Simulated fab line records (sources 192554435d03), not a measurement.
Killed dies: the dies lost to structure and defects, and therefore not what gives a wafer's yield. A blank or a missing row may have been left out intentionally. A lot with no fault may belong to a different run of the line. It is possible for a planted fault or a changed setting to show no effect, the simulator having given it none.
Split-lot trial -- flow n5 finfet -- 21 wafers read from 7 lots, route of 1938 steps

== THE SPLIT ITSELF ==
At N5_BEOL_M6_COAT_60 (time 60 s, resist thk 35 nm), the setting spin rpm was moved away from the recipe's 1500 rpm on 10 of the 21 wafers read, by -10.1% to +10.5%. The other wafers ran this setting at the recipe's value.

== FROM THE SPLIT TO THE READING: what the file shows between them, 4 steps ==
- N5_BEOL_M6_COAT_05: resist thk 90 nm
- N5_BEOL_M6_EBR_07
- N5_BEOL_M6_DESCUM_16: chemistry O2, time 7.9 s
- N5_BEOL_M6_ETCH_61: etches SiARC in CF4, target depth 45.5 nm, time 75.8 s

== THE READING ==
SiARC_of_BEOL_M6_COAT_60.thk nm (the simulator's own value, which no gauge read), in nm, at N5_BEOL_M6_ETCH_62 (etches SOC in N2/H2, target depth 110 nm, overetch 22 nm, time 165 s). The file does not state a usual value for it. Here, 11 wafers ran the recipe; their average is 28.4 nm with a standard deviation of 0.25 nm.

wafer,"tool, chamber at the split","spin rpm as run, rpm",against the recipe,"SiARC_of_BEOL_M6_COAT_60.thk nm, nm",against lot-mates on the recipe
L075.1,"litho track-03, 0",1397,-6.9%,29.4,+1.2
L075.3,"litho track-03, 0",1397,-6.9%,29.6,+1.4
L075.4,"litho track-03, 0",1500,recipe,28.2,-
L080.2,"litho track-01, 0",1500,recipe,28.4,-
L080.4,"litho track-01, 0",1404,-6.4%,29.4,+1.0
L080.6,"litho track-01, 0",1404,-6.4%,29.2,+0.8
L088.1,"litho track-01, 0",1348,-10.1%,30.4,+1.8
L088.3,"litho track-01, 0",1348,-10.1%,30.4,+1.8
L088.4,"litho track-01, 0",1500,recipe,28.6,-
L090.3,"litho track-03, 0",1500,recipe,28.8,-
L090.4,"litho track-03, 0",1653,+10.2%,26.8,-2.0
L090.6,"litho track-03, 0",1653,+10.2%,27,-1.8
L091.3,"litho track-03, 0",1500,recipe,28,-
L091.5,"litho track-03, 0",1500,recipe,28.2,-
L091.6,"litho track-03, 0",1500,recipe,28.2,-
L093.2,"litho track-01, 0",1608,+7.2%,25.8,-2.6
L093.3,"litho track-01, 0",1500,recipe,28.4,-
L093.6,"litho track-01, 0",1500,recipe,28.4,-
L095.2,"litho track-03, 0",1500,recipe,28.2,-
L095.3,"litho track-03, 0",1500,recipe,28.8,-
L095.5,"litho track-03, 0",1657,+10.5%,26.8,-1.7

THE FIT
A straight line over all 21 wafers: SiARC_of_BEOL_M6_COAT_60.thk nm changes by -0.178 nm for each +1% of spin rpm; r = -0.94; the points scatter about the line by 0.39 nm.
The same after taking each lot's own level away (the mean of its wafers on the recipe; 21 wafers): -0.189 nm for each +1%; r = -0.97; scatter 0.32 nm.
Per that fit: largest spin rpm move, reading shift of 2 nm.
The lots' own levels span 28.13 to 28.80 nm, that is 2.7 times the standard deviation above.
Hence the lot-to-lot level has little effect on the slope; both slopes agree.
Check: for one of the wafers moved furthest among these (+10.5%), held out of the fit, the line's prediction against its lot-mates is -2.15 nm. It came out at -1.7 nm against them.

== THESE WAFERS: OTHER SPLITS ==
These wafers also went through other splits before the reading. Each is held against what the fit with the lots' levels taken away leaves over:
other split on the same wafers,wafers away from the commonest value,r with SiARC_of_BEOL_M6_COAT_60.thk nm (lot level and that fit taken away)
N5_BEOL_M4_EXPOSE_25 dose mj,6,-0.10
N5_BEOL_M5_VIA_ETCH_34 bias w,8,+0.44
N5_BEOL_M5_TRENCH_ETCH_37 bias w,6,-0.36

== THE WHOLE CHAIN: every reading that the file lists as answering this split, in the file's order ==
step,what it does,reading,change (the file's fit),r (the file's)
N5_BEOL_M6_COAT_60,"time 60 s, resist thk 35 nm","SiARC_of_BEOL_M6_COAT_60.thk nm (the simulator's own value, which no gauge read)",-0.166 nm for each +1% of the setting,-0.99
N5_BEOL_M6_ETCH_61,"etches SiARC in CF4, target depth 45.5 nm, time 75.8 s",etch rf on time s,withheld for each +1% of the setting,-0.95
N5_BEOL_M6_ETCH_61,"etches SiARC in CF4, target depth 45.5 nm, time 75.8 s","etch.depth nm (the simulator's own value, which no gauge read)",-0.171 nm for each +1% of the setting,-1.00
N5_BEOL_M6_ETCH_61,"etches SiARC in CF4, target depth 45.5 nm, time 75.8 s","CAR-ArF_of_BEOL_M6_COAT_05.thk nm (the simulator's own value, which no gauge read)",+0.155 nm for each +1% of the setting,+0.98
N5_BEOL_M6_ETCH_62,"etches SOC in N2/H2, target depth 110 nm, overetch 22 nm, time 165 s","SiARC_of_BEOL_M6_COAT_60.thk nm (the simulator's own value, which no gauge read)",-0.195 nm for each +1% of the setting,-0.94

== THE FILE'S OWN FIT ==
SiARC_of_BEOL_M6_COAT_60.thk nm changes by -0.195 nm for each +1% of spin rpm, r = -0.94.
